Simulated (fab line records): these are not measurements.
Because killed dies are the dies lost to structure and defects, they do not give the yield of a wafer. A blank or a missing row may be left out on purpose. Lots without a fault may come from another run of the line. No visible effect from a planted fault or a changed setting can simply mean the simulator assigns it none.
Split-lot trial	flow n5Finfet	on a route of 1938 steps: 7 lots, 39 wafers read

THE SPLIT
At N5_BEOL_M0_SAQP_ILD_DEP_01 (deposits SiOC from DEMS/O2, target thk 45.419 nm, time 8.7 s), the setting timeS was moved away from the recipe's 8.7 s on 12 of the 39 wafers read, by -58.9% to +41.4%. All remaining wafers had this setting at the recipe value.

The split's own step is where the reading is taken.

THE READING
SiOC_of_BEOL_M0_SAQP_ILD_DEP_01.thkNm (the simulator's own value, which no gauge read), in nm, at N5_BEOL_M0_SAQP_ILD_DEP_01 (deposits SiOC from DEMS/O2, target thk 45.419 nm, time 8.7 s). There is no usual value for it anywhere in the file. The 27 wafers here that ran the recipe average 45.6 nm, standard deviation 0.58 nm.

wafer	tool, chamber at the split	timeS as run, s	against the recipe	SiOC_of_BEOL_M0_SAQP_ILD_DEP_01.thkNm, nm	against lot-mates on the recipe
L078.1	pecvd-04, 0	8.7	recipe	44.4	-
L078.2	pecvd-04, 1	8.7	recipe	46.2	-
L078.3	pecvd-04, 2	8.7	recipe	45.6	-
L078.4	pecvd-04, 0	8.7	recipe	45.4	-
L078.5	pecvd-04, 2	8.7	recipe	45.8	-
L078.6	pecvd-04, 1	8.7	recipe	46.6	-
L081.1	pecvd-01, 2	8.7	recipe	44.8	-
L081.2	pecvd-01, 1	12.3	+41.4%	64.4	+19.0
L081.3	pecvd-01, 0	8.7	recipe	45.4	-
L081.4	pecvd-01, 2	12.3	+41.4%	64.6	+19.2
L081.5	pecvd-01, 0	12.3	+41.4%	64.8	+19.4
L081.6	pecvd-01, 1	8.7	recipe	46	-
L083.2	pecvd-02, 2	8.7	recipe	44.8	-
L083.4	pecvd-02, 1	8.7	recipe	46.4	-
L083.5	pecvd-02, 0	8.7	recipe	46	-
L086.1	pecvd-01, 1	8.7	recipe	45.6	-
L086.2	pecvd-01, 2,0	8.7	recipe	45.2	-
L086.3	pecvd-01, 2,0	8.7	recipe	45.2	-
L086.4	pecvd-01, 0	8.7	recipe	46	-
L086.5	pecvd-01, 2	8.7	recipe	46.8	-
L086.6	pecvd-01, 1	8.7	recipe	46.6	-
L089.1	pecvd-02, 2	3.573	-58.9%	18.8	-26.4
L089.2	pecvd-02, 0,2	8.7	recipe	45.4	-
L089.5	pecvd-02, 0,2	8.7	recipe	45.4	-
L089.3	pecvd-02, 1	8.7	recipe	44.8	-
L089.4	pecvd-02, 1	3.573	-58.9%	18.6	-26.6
L089.6	pecvd-02, 0	3.573	-58.9%	19.8	-25.4
L095.1	pecvd-02, 2	4.637	-46.7%	23.6	-22.1
L095.2	pecvd-02, 1	4.637	-46.7%	23.8	-21.9
L095.3	pecvd-02, 0	4.637	-46.7%	24	-21.7
L095.4	pecvd-02, 2,1	8.7	recipe	45.6	-
L095.5	pecvd-02, 2,1	8.7	recipe	45.6	-
L095.6	pecvd-02, 0	8.7	recipe	45.8	-
L096.1	pecvd-02, 0	4.861	-44.1%	24.6	-20.8
L096.2	pecvd-02, 1,0,2	8.7	recipe	45.4	-
L096.4	pecvd-02, 1,0,2	8.7	recipe	45.4	-
L096.5	pecvd-02, 1,0,2	8.7	recipe	45.4	-
L096.3	pecvd-02, 2	4.861	-44.1%	25	-20.4
L096.6	pecvd-02, 1	4.861	-44.1%	26.2	-19.2
Rows listing several chambers each stand for several wafers; the file does not say which wafer went through which chamber.

FIT RESULTS
A straight line over all 39 wafers: SiOC_of_BEOL_M0_SAQP_ILD_DEP_01.thkNm changes by +0.458 nm for each +1% of timeS; r = +1.00; the points scatter about the line by 0.58 nm.
The same after taking each lot's own level away (the mean of its wafers on the recipe; 39 wafers): +0.456 nm for each +1%; r = +1.00; scatter 0.59 nm.
The reading moves by 27 nm for the largest change in timeS, on that fit.
Measured against the standard deviation above, the lots' own levels, which go from 45.20 to 45.90 nm, span 1.2 times it.
The two slopes are in agreement: the lot-to-lot level therefore moves the slope only a little.
Check: -26.9 nm against its lot-mates is what the line predicts for one of the wafers moved furthest among these (-58.9%) when that wafer is left out of the fit. Against them it came out at -26.4 nm.

THE OTHER SPLITS THESE WAFERS WENT THROUGH
Note: prior to the reading, these wafers also went through further splits. Each is held against what the fit with the lots' levels taken away leaves over:
other split on the same wafers	wafers away from the commonest value	r with SiOC_of_BEOL_M0_SAQP_ILD_DEP_01.thkNm (lot level and that fit taken away)
N5_PMOS_HMC_CHANNEL_EPI_DEVELOP_08 developTimeS	18	-0.15
N5_MOL_CONTACT_COAG_VIA_ETCH_46 targetDepthA	18	+0.24

THE FILE'S OWN FIT
SiOC_of_BEOL_M0_SAQP_ILD_DEP_01.thkNm changes by +0.456 nm for each +1% of timeS, r = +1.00.
